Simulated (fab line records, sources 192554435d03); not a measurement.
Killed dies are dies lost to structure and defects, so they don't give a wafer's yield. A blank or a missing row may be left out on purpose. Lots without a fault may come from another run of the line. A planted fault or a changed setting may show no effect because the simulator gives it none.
Split-lot experiment | flow n5_finfet | 7 lots, 21 wafers read, on a route of 1938 steps

THE SPLIT
At N5_BEOL_M11_COAT_22 (resist thk 90 nm), the setting spin_rpm was moved away from the recipe's 1500 rpm on 6 of the 21 wafers read, by -11.1% to +7.4%. The other wafers ran this setting at the recipe's value.

FROM THE SPLIT TO THE READING: what the file shows between them, 3 steps
- N5_BEOL_M11_EBR_24
- N5_BEOL_M11_SOFTBAKE_23: time 60 s
- N5_BEOL_M11_DESCUM_33: chemistry O2, time 7.9 s

THE READING
CAR-ArF_of_BEOL_M11_COAT_22.thk_nm (the simulator's own value, which no gauge read), in nm, at N5_BEOL_M11_ETCH_65 (etches SiARC in CF4, target depth 39 nm, time 65 s). The file gives no usual value for it. The 15 wafers here that ran the recipe average 55.6 nm, standard deviation 0.19 nm.

wafer  | tool, chamber at the split | spin_rpm as run, rpm | against the recipe | CAR-ArF_of_BEOL_M11_COAT_22.thk_nm, nm | against lot-mates on the recipe
L074.1 | litho_track-03, 0          | 1500                 | recipe             | 55.4                                   | -
L074.3 | litho_track-03, 0          | 1500                 | recipe             | 55.4                                   | -
L074.2 | litho_track-03, 0          | 1500                 | recipe             | 55.6                                   | -
L079.2 | litho_track-03, 0          | 1599                 | +6.6%              | 53                                     | -2.8
L079.3 | litho_track-03, 0          | 1599                 | +6.6%              | 53                                     | -2.8
L079.4 | litho_track-03, 0          | 1500                 | recipe             | 55.8                                   | -
L080.1 | litho_track-03, 0          | 1500                 | recipe             | 55.4                                   | -
L080.2 | litho_track-03, 0          | 1334                 | -11.1%             | 61                                     | +5.6
L080.5 | litho_track-03, 0          | 1334                 | -11.1%             | 60.4                                   | +5.0
L082.1 | litho_track-01, 0          | 1611                 | +7.4%              | 52.2                                   | -3.4
L082.3 | litho_track-01, 0          | 1500                 | recipe             | 55.4                                   | -
L082.4 | litho_track-01, 0          | 1500                 | recipe             | 55.8                                   | -
L085.1 | litho_track-04, 0          | 1500                 | recipe             | 55.4                                   | -
L085.3 | litho_track-04, 0          | 1500                 | recipe             | 55.8                                   | -
L085.4 | litho_track-04, 0          | 1500                 | recipe             | 55.6                                   | -
L089.1 | litho_track-04, 0          | 1500                 | recipe             | 55.4                                   | -
L089.3 | litho_track-04, 0          | 1362                 | -9.2%              | 59.8                                   | +4.3
L089.5 | litho_track-04, 0          | 1500                 | recipe             | 55.6                                   | -
L091.1 | litho_track-01, 0          | 1500                 | recipe             | 56                                     | -
L091.2 | litho_track-01, 0          | 1500                 | recipe             | 55.6                                   | -
L091.5 | litho_track-01, 0          | 1500                 | recipe             | 55.4                                   | -

THE FIT
A straight line over all 21 wafers: CAR-ArF_of_BEOL_M11_COAT_22.thk_nm changes by -0.447 nm for each +1% of spin_rpm; r = -0.99; the points scatter about the line by 0.23 nm.
The same after taking each lot's own level away (the mean of its wafers on the recipe; 21 wafers): -0.463 nm for each +1%; r = -1.00; scatter 0.2 nm.
On that fit, the largest move of spin_rpm shifts the reading by 5.1 nm.
The lots' own levels span 55.40 to 55.80 nm, that is 2.1 times the standard deviation above.
So the lot-to-lot level changes the slope little: the two slopes agree.
Check: with one of the wafers moved furthest among these (-11.1%) left out of the fit, the line predicts +5 nm for it against its lot-mates. It came out at +5.6 nm against them.

OTHER SPLITS ON THESE WAFERS
These wafers also went through other splits before the reading. Each is held against what the fit with the lots' levels taken away leaves over:
other split on the same wafers   | wafers away from the commonest value | r with CAR-ArF_of_BEOL_M11_COAT_22.thk_nm (lot level and that fit taken away)
N5_BEOL_M8_ETCH_65 source_w      | 8                                    | -0.16
N5_BEOL_M8_TRENCH_ETCH_37 bias_w | 7                                    | +0.32
N5_BEOL_M9_EXPOSE_25 dose_mj     | 7                                    | -0.11
N5_BEOL_M10_COAT_63 spin_rpm     | 10                                   | -0.27
N5_BEOL_M10_EXPOSE_25 dose_mj    | 5                                    | -0.21
N5_BEOL_M11_COAT_63 spin_rpm     | 5                                    | -0.44

THE WHOLE CHAIN: every reading that the file lists as answering this split, in the file's order
step                | what it does                                       | reading                                                                             | change (the file's fit)               | r (the file's)
N5_BEOL_M11_COAT_22 | resist thk 90 nm                                   | CAR-ArF_of_BEOL_M11_COAT_22.thk_nm (the simulator's own value, which no gauge read) | -0.471 nm for each +1% of the setting | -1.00
N5_BEOL_M11_ETCH_65 | etches SiARC in CF4, target depth 39 nm, time 65 s | CAR-ArF_of_BEOL_M11_COAT_22.thk_nm (the simulator's own value, which no gauge read) | -0.464 nm for each +1% of the setting | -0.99

THE FILE'S OWN FIT
CAR-ArF_of_BEOL_M11_COAT_22.thk_nm changes by -0.464 nm for each +1% of spin_rpm, r = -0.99.
